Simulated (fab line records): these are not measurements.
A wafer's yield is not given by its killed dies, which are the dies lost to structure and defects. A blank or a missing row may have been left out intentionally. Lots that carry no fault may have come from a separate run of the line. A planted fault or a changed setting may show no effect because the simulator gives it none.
A lot that was struck, set against a sound lot | flow nand_harc | 15 out of 1302 route steps
Sound: these wafers, L318.1, L318.3, L318.4. The struck wafers were L323.1, L323.5, L323.6. The cause is given at the end.
Per side, at each step with rows, come the tool, then ch with its chambers, and then its first start. Under that, the readings that differ: sound wafers | struck wafers | difference of the means | sigmas: that difference in standard deviations of wafers without a fault.
alike: readings whose means differ by less than 2 such deviations, and words and numbers that are the same on both sides. not compared: withheld readings, readings that some wafer has no value for, bounds like >300 that may hide the same value, and numbers for which the record gives no deviation and whose values overlap.
A row with sigmas, a row that says differs or no value, or rows on one side alone: a step with any of these is where the two part. Numbers that don't overlap but have no deviation are shown without sigmas and don't part them. A reading missing from all wafers of one side parts the sides only when that side holds two or more wafers.

NHARC_A_BONDPAD_CD_MEAS_09: target cd 500 nm.
  sound on cd_sem-02 ch 0, day 23 15:34; struck on cd_sem-02 ch 0, day 27 08:22
  alike: cd_nm
NHARC_A_BONDPAD_OVL_MEAS_35:
  sound on overlay-01, day 23 15:40; struck on overlay-02, day 27 08:28
  alike: overlay_x_nm, overlay_y_nm
then, 1 step without rows for these wafers: NHARC_A_BONDPAD_HARDBAKE_10 (time 65 s).
NHARC_A_BONDPAD_DESCUM_11: chemistry O2, time 3 s.
  sound on rie_diel-09 ch 0,2,3, day 23 15:47; struck on rie_diel-09 ch 0,1,2, day 27 08:37
  alike: drypump_motor_current_A, o2_flow_sccm, oes_product_au, rf_vpp_V, showerhead_plenum_p_Torr, throttle_valve_pct
  not compared: rf_hours_counter_h
NHARC_A_BONDPAD_ETCH_34: etches the open film in N2/H2, target depth 60 nm, overetch 18 nm, time 65.91 s.
  sound on rie_diel-09 ch 0,1,2, day 23 15:52; struck on rie_diel-09 ch 0,1,3, day 27 08:41
  alike: drypump_motor_current_A, oes_product_au, rf_vpp_V, showerhead_plenum_p_Torr, throttle_valve_pct
  not compared: rf_hours_counter_h
then, 1 step without rows for these wafers: NHARC_A_BONDPAD_ETCH_12 (etches the open film in CHF3/O2, target depth 220 nm, time 110 s).
NHARC_A_BONDPAD_CD_MEAS_13:
  sound on cd_sem-02, day 23 16:06; struck on cd_sem-03, day 27 08:55
  alike: cd_nm
NHARC_A_BONDPAD_STRIP_15: strips in O2.
  sound on rie_diel-09 ch 0,1,2, day 23 16:11; struck on rie_diel-09 ch 2,3, day 27 08:59
  alike: drypump_motor_current_A, o2_flow_sccm, oes_product_au, rf_vpp_V, showerhead_plenum_p_Torr, throttle_valve_pct
  not compared: rf_hours_counter_h
NHARC_A_BONDPAD_ETCH_24: etches the open film in CF4/N2, target depth 30 nm, time 72.99 s.
  sound: rie_diel-09 ch 0,1,3; struck: rie_diel-09 ch 0,1
  alike: drypump_motor_current_A, oes_product_au, rf_vpp_V, showerhead_plenum_p_Torr, throttle_valve_pct
  not compared: rf_hours_counter_h
then, 1 step without rows for these wafers: NHARC_A_BONDPAD_STRIP_16 (strips in post etch residue remover, time 600 s).
NHARC_A_BONDPAD_DEGAS_25: time 60 s.
  sound on pvd_sputter-02, day 23 16:44; struck on pvd_sputter-01, day 27 09:34
  alike: heater_power_w
then, 1 step without rows for these wafers: NHARC_A_BONDPAD_PRE_CLEAN_26 (time 30 s).
NHARC_A_BONDPAD_PVD_17: deposits TaN, target thk 5 nm, time 8.06 s.
  sound on pvd_sputter-02, day 23 16:50; struck on pvd_sputter-01, day 27 09:39
  reading    | sound          | struck               | difference | sigmas
  time_s (s) | 8.06 8.06 8.06 | 10.635 10.635 10.635 | +2.575     |
  alike: throttle_valve_pct
then, 2 steps without rows for these wafers: NHARC_A_BONDPAD_PVD_27 (deposits Cu, target thk 30 nm, time 20.49 s); NHARC_END_SORT_01.

## WHERE THEY PART
Nowhere in this record.

WHY: whatever the simulator had introduced
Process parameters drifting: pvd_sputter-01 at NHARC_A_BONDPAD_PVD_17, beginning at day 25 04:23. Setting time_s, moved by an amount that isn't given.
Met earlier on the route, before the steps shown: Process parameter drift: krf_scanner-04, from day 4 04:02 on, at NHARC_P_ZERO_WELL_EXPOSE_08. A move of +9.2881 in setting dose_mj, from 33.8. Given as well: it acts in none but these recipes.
